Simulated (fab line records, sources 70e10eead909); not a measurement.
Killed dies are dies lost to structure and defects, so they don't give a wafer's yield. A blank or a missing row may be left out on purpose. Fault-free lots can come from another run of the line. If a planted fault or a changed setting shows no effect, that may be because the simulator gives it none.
fab line records ; flow nandHarc
record: lots: 6; wafers: 18; lastDay: 24
route steps=1159 shown A_SOURCE_PLATE@414 A_ONON_D1@424 END@1159
lots that met no fault: taken from a fault-free run of the same line
startH: the number of hours between the record's first day and the start of the first shown wafer of the lot ; waitH: time in hours since the lot's previous step ; " the same as in the row above ; L1.1+2: one row covering several wafers at once ; - value missing, or start not given ; * or withheld: withheld ; < > ~ a bound
route shown NAME@n: names a module that has steps shown in the file, with the first one's number in the route ; usual: mean and standard deviation over wafers with no fault ; same: alike in all rows ; chamber/n: place in a boat ; sites: each site's reading ; _std_site: how widely they spread, as a standard deviation ; _edge_site: inner sites' mean taken away from outer sites' mean ; radiusMm: how far each site lies from the wafer's centre ; mask NAME#n: copy n ; behind: tool/chamber where the wafer was last shaped ; hold: the reason the lot was held/the length of the hold in hours/how it ended ; device: the transistor (n, p or np) that didn't switch ; end of line: the route-end tests of the same wafers ; for a step that has no rows: nothing shown but its recipe ; killed: dies that structure and defects cost at the first sort, which is not the same as the wafer's yield ; map: dies across one wafer; x = killed, . = not, _ = none there
set.NAME: the setting that was run; set.NAME@STEP: the one run at that earlier step ; model.NAME: the simulator's own value behind a step, which no gauge read
certain route steps with their lots: each step a table, each wafer a row
services: the hour from which a tool's chamber was out of use, counted from the record's first day as startH (under 0 if before that day), plus the number of hours and why
== steps ==
step: NHARC_A_SOURCE_PLATE_SRD_01
step: NHARC_A_SOURCE_PLATE_OXIDE_02
recipe: targetThkA: 100; tempC: 900; oxTimeS: 1362; material: SiO2
step: NHARC_A_SOURCE_PLATE_THK_MEAS_09
recipe: thkMeasGauge: ellipsometry
usual: thkNm: 9.8/1.1
lot.wafer;tool;chamber;startH;waitH;thkNm
L342.1;filmMetro-01;-;158.92;0.4;10.3
L342.3;filmMetro-01;-;158.92;0.4;9.0
L342.5;filmMetro-01;-;158.92;0.4;10.1
L350.1;filmMetro-02;-;200.70;0.4;8.0
L350.4;filmMetro-02;-;200.70;0.4;10.0
L350.6;filmMetro-02;-;200.70;0.4;8.4
L358.3;filmMetro-02;-;250.07;0.4;9.4
L358.5;filmMetro-02;-;250.07;0.4;10.7
L358.6;filmMetro-02;-;250.07;0.4;11.0
L359.2;filmMetro-02;-;253.70;0.4;10.7
L359.5;filmMetro-02;-;253.70;0.4;11.6
L359.6;filmMetro-02;-;253.70;0.4;9.5
L361.4;filmMetro-02;-;264.84;0.4;10.4
L361.5;filmMetro-02;-;264.84;0.4;8.1
L361.6;filmMetro-02;-;264.84;0.4;11.1
L363.2;filmMetro-01;-;280.93;0.4;10.8
L363.4;filmMetro-01;-;280.93;0.4;8.3
L363.6;filmMetro-01;-;280.93;0.4;9.3
step: NHARC_A_SOURCE_PLATE_PVD_04
recipe: targetThkA: 500; material: WSi2
step: NHARC_A_SOURCE_PLATE_CVD_03
recipe: targetThkA: 2000; tempC: 620; pressureMtorr: 200; timeS: 4000; material: poly-Si
step: NHARC_A_SOURCE_PLATE_ANNEAL_05
recipe: tempC: 850; timeS: 1800
step: NHARC_A_SOURCE_PLATE_THK_MEAS_06
recipe: thkMeasGauge: ellipsometry
usual: thkNm: 200.5/2.3
lot.wafer;tool;chamber;startH;waitH;thkNm
L342.1;filmMetro-02;-;172.02;0.4;195.7
L342.3;filmMetro-02;-;172.02;0.4;198.6
L342.5;filmMetro-02;-;172.02;0.4;197.0
L350.1;filmMetro-02;-;215.11;0.4;201.9
L350.4;filmMetro-02;-;215.11;0.4;198.5
L350.6;filmMetro-02;-;215.11;0.4;202.9
L358.3;filmMetro-02;-;263.64;0.4;198.6
L358.5;filmMetro-02;-;263.64;0.4;201.7
L358.6;filmMetro-02;-;263.64;0.4;203.3
L359.2;filmMetro-02;-;267.14;0.4;198.2
L359.5;filmMetro-02;-;267.14;0.4;200.0
L359.6;filmMetro-02;-;267.14;0.4;196.9
L361.4;filmMetro-01;-;278.44;0.4;200.2
L361.5;filmMetro-01;-;278.44;0.4;200.6
L361.6;filmMetro-01;-;278.44;0.4;201.7
L363.2;filmMetro-01;-;296.27;0.4;202.1
L363.4;filmMetro-01;-;296.27;0.4;202.5
L363.6;filmMetro-01;-;296.27;0.4;199.0
step: NHARC_A_SOURCE_PLATE_INSPECT_08
usual: rawDefectCount: 58/26
lot.wafer;tool;chamber;startH;waitH;rawDefectCount
L342.1;defectInspect-02;-;172.09;0.0;40
L342.3;defectInspect-02;-;172.09;0.0;44
L342.5;defectInspect-02;-;172.09;0.0;47
L350.1;defectInspect-01;-;215.18;0.0;76
L350.4;defectInspect-01;-;215.18;0.0;34
L350.6;defectInspect-01;-;215.18;0.0;65
L358.3;defectInspect-02;-;263.75;0.0;65
L358.5;defectInspect-02;-;263.75;0.0;52
L358.6;defectInspect-02;-;263.75;0.0;60
L359.2;defectInspect-02;-;267.20;0.0;78
L359.5;defectInspect-02;-;267.20;0.0;29
L359.6;defectInspect-02;-;267.20;0.0;97
L361.4;defectInspect-01;-;278.52;0.1;68
L361.5;defectInspect-01;-;278.52;0.1;48
L361.6;defectInspect-01;-;278.52;0.1;37
L363.2;defectInspect-02;-;296.36;0.0;62
L363.4;defectInspect-02;-;296.36;0.0;56
L363.6;defectInspect-02;-;296.36;0.0;64
step: NHARC_A_ONON_D1_DEP_00
recipe: targetThkA: 10000; n2FlowSccm: 2750; n2oFlowSccm: 2000; nh3FlowSccm: 500; sih4FlowSccm: 210; tempC: 400
step: NHARC_A_ONON_D1_THK_MEAS_02
recipe: thkMeasGauge: ellipsometry
usual: thkNm: 1001/6.1
lot.wafer;tool;chamber;startH;waitH;thkNm
L342.1;filmMetro-02;-;172.66;-;1001
L342.3;filmMetro-02;-;172.66;-;1000
L342.5;filmMetro-02;-;172.66;-;1000
L350.1;filmMetro-01;-;215.75;-;1001
L350.4;filmMetro-01;-;215.75;-;1002
L350.6;filmMetro-01;-;215.75;-;1002
L358.3;filmMetro-02;-;264.33;-;1008
L358.5;filmMetro-02;-;264.33;-;1007
L358.6;filmMetro-02;-;264.33;-;1007
L359.2;filmMetro-02;-;267.78;-;1000
L359.5;filmMetro-02;-;267.78;-;997
L359.6;filmMetro-02;-;267.78;-;1000
L361.4;filmMetro-01;-;279.43;-;992
L361.5;filmMetro-01;-;279.43;-;994
L361.6;filmMetro-01;-;279.43;-;992
L363.2;filmMetro-02;-;296.94;-;1000
L363.4;filmMetro-02;-;296.94;-;1001
L363.6;filmMetro-02;-;296.94;-;999
step: NHARC_A_ONON_D1_DEP_03
recipe: targetThkA: 10000; n2FlowSccm: 2750; n2oFlowSccm: 2000; nh3FlowSccm: 500; sih4FlowSccm: 210; tempC: 400
lot.wafer;tool;chamber;startH;waitH
L342.1+3+5;pecvdOnon-04;0;172.72;0.1
L350.1+4+6;pecvdOnon-02;0;216.02;0.3
L358.3+5+6;pecvdOnon-02;0;264.49;0.2
L359.2+5+6;pecvdOnon-02;0;267.90;0.1
L361.4+5+6;pecvdOnon-01;0;279.66;0.2
L363.2+4+6;pecvdOnon-01;0;297.05;0.1
step: NHARC_A_ONON_D1_THK_MEAS_05
recipe: thkMeasGauge: ellipsometry
usual: thkNm: 1002/8.1
lot.wafer;tool;chamber;startH;waitH;hold;thkNm
L342.1;filmMetro-02;-;173.23;-;-;997
L342.3;filmMetro-02;-;173.23;-;-;1000
L342.5;filmMetro-02;-;173.23;-;-;1000
L350.1;filmMetro-01;-;216.54;-;-;997
L350.4;filmMetro-01;-;216.54;-;-;996
L350.6;filmMetro-01;-;216.54;-;-;998
L358.3;filmMetro-02;-;264.88;-;awaitDispo/0.2h/release;1431
L358.5;filmMetro-02;-;264.88;-;awaitDispo/0.2h/release;1430
L358.6;filmMetro-02;-;264.88;-;awaitDispo/0.2h/release;1430
L358.3;filmMetro-02;-;265.06;0.2;-;1430
L358.5;filmMetro-02;-;265.06;0.2;-;1431
L358.6;filmMetro-02;-;265.06;0.2;-;1432
L359.2;filmMetro-01;-;268.35;-;awaitDispo/0.2h/release;1430
L359.5;filmMetro-01;-;268.35;-;awaitDispo/0.2h/release;1429
L359.6;filmMetro-01;-;268.35;-;awaitDispo/0.2h/release;1429
L359.2;filmMetro-01;-;268.52;0.2;-;1431
L359.5;filmMetro-01;-;268.52;0.2;-;1431
L359.6;filmMetro-01;-;268.52;0.2;-;1429
L361.4;filmMetro-01;-;279.99;-;-;997
L361.5;filmMetro-01;-;279.99;-;-;998
L361.6;filmMetro-01;-;279.99;-;-;996
L363.2;filmMetro-01;-;297.51;-;-;996
L363.4;filmMetro-01;-;297.51;-;-;997
L363.6;filmMetro-01;-;297.51;-;-;997
step: NHARC_END_SORT_01
recipe: tempC: 25
usual: defectLimitedYield: 95.4/1.3; killedAtArray: 27/8; killedAtOther: 0.8/1.2; killedAtPeriphery: 3.3/2.3; killedDies: 31/8.8; killedOpen: 3.2/2.1; killedShort: 2.1/1.4; sort_bin_2_pct: 1.4/0.55; sort_bin_3_pct: 0.25/0.2; sort_bin_4_pct: 2.9/0.92; sortNPass: 646/8.8; sortRimYieldPct: 95.5/2.7; sortYieldPct: 95.4/1.3
same: grossDies: 677; sort_bin_5_pct[%]: 0; sort_bin_6_pct[%]: 0; sort_bin_7_pct[%]: 0; sort_bin_8_pct[%]: 0; sortRimNGross: 106.00
lot.wafer;tool;chamber;startH;waitH;defectLimitedYield[%];killedAtArray;killedAtOther;killedAtPeriphery;killedDies;killedOpen;killedShort;sort_bin_2_pct[%];sort_bin_3_pct[%];sort_bin_4_pct[%];sortNPass;sortRimYieldPct[%];sortYieldPct[%]
L342.1;prober-01;0;469.32;2.5;97.3;16;0;2;18;3;0;0.6;0.15;1.9;659;95.3;97.3
L342.3;prober-01;0;470.93;3.1;95.7;28;0;1;29;1;1;1.2;0.15;3.0;648;95.3;95.7
L342.5;prober-01;0;472.55;3.7;95.9;23;1;4;28;5;2;0.9;0.59;2.7;649;95.3;95.9
L350.1;prober-01;0;500.63;2.5;95.4;27;0;4;31;1;2;2.1;0.44;2.1;646;99.1;95.4
killed by level:class
L342.1 A_CHANNEL_HOLE_D1:chamberFilmFlake=9 A_STAIRCASE:chamberFilmFlake=4 P_CONTACT:geometricParticle:open=1 A_CONTACT:geometricParticle:open=1 A_M1:geometricParticle:open=1 P_ZERO_WELL:chamberFilmFlake=1 A_CONTACT:chamberFilmFlake=1
L342.3 A_CHANNEL_HOLE_D1:chamberFilmFlake=13 A_STAIRCASE:chamberFilmFlake=6 A_SLIT:chamberFilmFlake=3 A_CONTACT:chamberFilmFlake=3 A_SGD_CUT:geometricParticle:short=1 A_CONTACT:geometricParticle:open=1 P_ZERO_WELL:chamberFilmFlake=1 A_WL_FILL:chamberFilmFlake=1
L342.5 A_CHANNEL_HOLE_D1:chamberFilmFlake=9 A_CONTACT:chamberFilmFlake=4 A_M1:geometricParticle:open=3 A_STAIRCASE:chamberFilmFlake=2 P_M1:geometricParticle:short=1 A_WL_FILL:geometricParticle:short=1 A_CONTACT:geometricParticle:open=1 P_ZERO_WELL:chamberFilmFlake=1
L350.1 A_CHANNEL_HOLE_D1:chamberFilmFlake=19 P_ZERO_WELL:chamberFilmFlake=3 A_CONTACT:chamberFilmFlake=3 A_ZERO_WELL:chamberFilmFlake=2 P_GATE:geometricParticle:short=1 A_CHANNEL_HOLE_D1:geometricParticle:open=1 A_WL_FILL:geometricParticle:short=1 A_WL_FILL:chamberFilmFlake=1
== services ==
tool;chamber;startH;hours;kind
pecvdOnon-01;-;195.00;13.0;pm
pecvdOnon-04;-;237.00;13.0;pm
pecvdOnon-02;-;292.27;13.0;pm
== key ==
firstSign: step: NHARC_A_ONON_D1_THK_MEAS_05; reading: visit; direction: added
effect: step: NHARC_A_ONON_D1_THK_MEAS_05; reading: thkNm; direction: up; sigmas: 53; usual: 1002; struck: 1430
metAt NHARC_A_ONON_D1_DEP_03
struckWafers L358.3,L358.5,L358.6,L359.2,L359.5,L359.6
scrappedBehind NHARC_A_ONON_D1_THK_MEAS_05 L358.3,L358.5,L358.6,L359.2,L359.5,L359.6
onsetBetween 216.02 264.49
fault: kind: processParameterDrift; tool: pecvdOnon-02; chamber: 0; onsetH: 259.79; steps: NHARC_A_ONON_D1_DEP_03; channel: targetThkA; offset: *; shape: step; endH: 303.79; actsIn: *; stated: *
